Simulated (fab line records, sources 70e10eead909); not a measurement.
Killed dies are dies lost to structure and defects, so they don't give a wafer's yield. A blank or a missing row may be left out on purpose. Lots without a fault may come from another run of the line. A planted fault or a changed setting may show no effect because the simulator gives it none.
Which tool did it? | flow nand_harc | 14 lots, 42 wafers sampled, at 1 step of a route of 1302

WHAT THE GAUGES READ, wafer by wafer
NHARC_A_M0_INSPECT_11. Usual: raw_defect_count 83, standard deviation 33.
lot  | measured     | on                | raw_defect_count | flag
L775 | day 22 12:21 | defect_inspect-01 | 138 125 141      |
L777 | day 22 23:17 | defect_inspect-02 | 102 83 98        |
L776 | day 23 01:32 | defect_inspect-01 | 78 70 74         |
L786 | day 26 08:14 | defect_inspect-01 | 70 62 53         |
L783 | day 26 10:13 | defect_inspect-02 | 110 133 136      |
L787 | day 26 14:41 | defect_inspect-01 | 95 102 115       |
L790 | day 28 21:05 | defect_inspect-02 | 63 90 64         |
L788 | day 29 00:01 | defect_inspect-01 | 31 27 23         |
L789 | day 29 09:23 | defect_inspect-01 | 24 29 28         |
L792 | day 29 22:30 | defect_inspect-01 | 95 90 103        |
L793 | day 30 15:37 | defect_inspect-01 | 54 80 58         |
L795 | day 30 21:38 | defect_inspect-01 | 81 75 74         |
L798 | day 32 04:00 | defect_inspect-02 | 47 59 52         |
L797 | day 33 15:18 | defect_inspect-01 | 76 70 78         |

WHICH TOOL RAN EACH LOT (tool, then ch and the chambers of the sampled wafers, then the start)
The record holds no process step before these readings.

WHAT THE TOOLS THEMSELVES READ (means of the sampled wafers that have a number; where no wafer has one, the mark that the record gives instead)
The record holds no such reading with a usual standard deviation.

THE ANSWER, worked out from the rows above alone
Rule: a lot is off if the mean of its wafers that have a number lies more than 3 standard deviations from the usual mean. A lot without any number at a reading at which 4 lots or more have one is off too. The other lots that the step has rows for count as sound. The gauges are gone through in route order, then the tools' own readings, and for those a lot's mean is taken as printed above. The first step at which some lot is off is used, and at that step the reading that is off furthest; a lot without a number counts as furthest.
No lot is off at any reading shown: from this, nothing can be told.

WHAT THE SIMULATOR HAD PUT IN
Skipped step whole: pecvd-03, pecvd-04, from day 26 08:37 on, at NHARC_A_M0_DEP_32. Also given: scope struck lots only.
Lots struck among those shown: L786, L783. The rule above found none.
